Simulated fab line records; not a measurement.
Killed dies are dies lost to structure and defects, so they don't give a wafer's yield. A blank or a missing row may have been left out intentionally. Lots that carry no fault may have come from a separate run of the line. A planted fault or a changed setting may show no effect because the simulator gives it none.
Struck lot and sound lot, side by side | flow nand_harc | 15 steps out of a route of 1302
Sound: the wafers L319.1, L319.5, L319.6. The struck wafers were L304.2, L304.3, L304.4. At the end, the cause is stated.
For every step that has rows: the tool of each side, followed by ch and its chambers, followed by its first start. Under that, the readings that differ: sound wafers | struck wafers | difference of the means | sigmas: that difference in standard deviations of wafers without a fault.
alike: readings with means less than 2 such deviations apart, plus words and numbers identical on both sides. not compared: withheld readings, readings lacking a value on some wafer, bounds such as >300 that could conceal the same value, and numbers that have no deviation in the record and whose values overlap.
The two part at a step that has a row with sigmas, a row that says differs or no value, or rows on one side only. Numbers that don't overlap but have no deviation are shown without sigmas and don't part them. A reading missing from all wafers of one side parts the sides only when that side holds two or more wafers.

first, 2 steps without rows for these wafers: NHARC_P_GATE_PEB_89 (peb time 85 s); NHARC_P_GATE_DEVELOP_90 (time 70 s).
NHARC_P_GATE_CD_MEAS_91: the cd target is 2000 nm.
  sound on cd_sem-03 ch 0, day 14 00:43; struck on cd_sem-01 ch 0, day 7 14:16
  alike: cd_nm
then, 1 step without rows for these wafers: NHARC_P_GATE_HARDBAKE_92 (time 80 s).
NHARC_P_GATE_DESCUM_93: chemistry O2, time 3 s.
  sound on rie_diel-04 ch 0,1, day 14 00:53; struck on rie_diel-04 ch 0,1,3, day 7 14:26
  alike: drypump_motor_current_A, oes_product_au, rf_vpp_V, showerhead_plenum_p_Torr, throttle_valve_pct
  not compared: rf_hours_counter_h
then, 1 step without rows for these wafers: NHARC_P_GATE_IMPLANT_94.
NHARC_P_GATE_STRIP_113: strips in N2/H2, time 740 s.
  sound on plasma_asher-01 ch 0,1, day 14 01:14; struck on plasma_asher-01 ch 0,1, day 7 14:47
  alike: drypump_motor_current_A, heater_power_w
  not compared: rf_hours_counter_h
NHARC_P_GATE_STRIP_95: strips in O2.
  sound on plasma_asher-01 ch 0,1, day 14 01:57; struck on plasma_asher-01 ch 0,1, day 7 15:31
  alike: drypump_motor_current_A, heater_power_w
  not compared: rf_hours_counter_h
then, 1 step without rows for these wafers: NHARC_P_GATE_STRIP_96 (strips in SPM, time 900 s).
NHARC_P_GATE_RTA_64: time 1 s.
  sound on rtp_anneal-02 ch 0, day 14 02:31; struck on rtp_anneal-01 ch 0, day 7 16:06
  reading             | sound    | struck   | difference | sigmas
  lamp_power_pct (%)  | 28 28 28 | 36 36 36 | +8         | +2
  lamp_zone_3_pct (%) | 28 28 28 | 36 36 36 | +8         | +2
  alike: wafer_temp_C_max
then, 1 step without rows for these wafers: NHARC_P_GATE_ETCH_77 (etches SiO2 in dHF, target depth 6 nm).
NHARC_P_GATE_DEGAS_109: time 60 s.
  sound: pvd_sputter-01 at day 14 02:50; struck: pvd_sputter-02 at day 7 16:23
  alike: heater_power_w
NHARC_P_GATE_PRE_CLEAN_110: time 30 s.
  sound: pvd_sputter-01 at day 14 02:52; struck: pvd_sputter-02 at day 7 16:26
  no value came back on the struck wafers for bias_v (V), time_s (s); on the sound wafers bias_v (V) reads 202.1 199.1 201.6
then, 2 steps without rows for these wafers: NHARC_P_GATE_SPUTTER_78 (material Ni, target thk 10 nm); NHARC_END_SORT_01.

== WHERE THEY PART ==
First at NHARC_P_GATE_RTA_64; last, within this record, at NHARC_P_GATE_PRE_CLEAN_110.

WHY: the cause the simulator had injected
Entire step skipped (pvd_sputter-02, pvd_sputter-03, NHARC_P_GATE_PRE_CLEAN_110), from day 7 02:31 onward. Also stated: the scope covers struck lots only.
